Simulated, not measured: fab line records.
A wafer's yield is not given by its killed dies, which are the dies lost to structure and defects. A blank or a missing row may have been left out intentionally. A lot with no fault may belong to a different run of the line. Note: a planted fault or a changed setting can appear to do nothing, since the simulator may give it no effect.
Matching of chambers + flow nand-harc + NHARC_A_CHANNEL_FILL_D2_ALD_16 on ald-hk-01 has 4 sister chambers
The step deposits SiO2, target thk 1.5 nm, pulse time 10 s, ald cycles 15. 7 wafers are shown with their chamber, then 10 later ones without.

## WAFERS WITH THEIR CHAMBER
| wafer  | chamber | heater-power-w (W) | susceptor-temp-C (C) |
|--------|---------|--------------------|----------------------|
| L079.3 | 0       | 441                | 299.98               |
| L084.5 | 2       | 534                | 300.03               |
| L085.2 | 1       | 441                | 299.67               |
| L085.3 | 3       | 520                | 300.42               |
| L085.5 | 1       | 430                | 299.71               |
| L087.1 | 3       | 532                | 300.05               |
| L087.2 | 2       | 542                | 299.98               |

## WAFERS MISSING THEIR CHAMBER
| wafer  | heater-power-w (W) | susceptor-temp-C (C) |
|--------|--------------------|----------------------|
| L087.5 | 451                | 299.94               |
| L088.1 | 547                | 299.92               |
| L088.3 | 442                | 299.89               |
| L088.4 | 506                | 300.03               |
| L096.1 | 457                | 299.84               |
| L096.4 | 561                | 299.93               |
| L096.6 | 458                | 300.00               |
| L095.1 | 452                | 299.98               |
| L095.4 | 442                | 299.67               |
| L095.6 | 439                | 300.13               |

## CHAMBER TAKEN BY EACH
| wafer  | from the rows above     | in truth |
|--------|-------------------------|----------|
| L087.5 | can't be placed: 0 or 1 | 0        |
| L088.1 | 2                       | 2        |
| L088.3 | can't be placed: 0 or 1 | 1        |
| L088.4 | can't be placed: 3 or 2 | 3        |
| L096.1 | can't be placed: 0 or 1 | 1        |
| L096.4 | can't be placed: 2 or 3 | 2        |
| L096.6 | can't be placed: 0 or 1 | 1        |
| L095.1 | can't be placed: 0 or 1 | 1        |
| L095.4 | can't be placed: 1 or 0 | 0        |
| L095.6 | can't be placed: 0 or 1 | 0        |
Correct placement for 1 of the 10. Not placeable from these rows: 9 (in 9, the candidates include the true chamber). Number placed wrongly: 0.
How it was worked out, from the rows above alone: a wafer's distance from a chamber is the root of the sum, over the readings, of the square of ((its reading less the chamber's mean) divided by the reading's scatter). The wafer belongs to the nearest chamber; if the next one is less than 2 further off, it can't be placed. Each chamber's mean is taken over the wafers shown for it. The scatter is the square root of a quotient: the sum, over the shown wafers, of each reading's squared deviation from its chamber's mean, divided by wafers minus chambers.
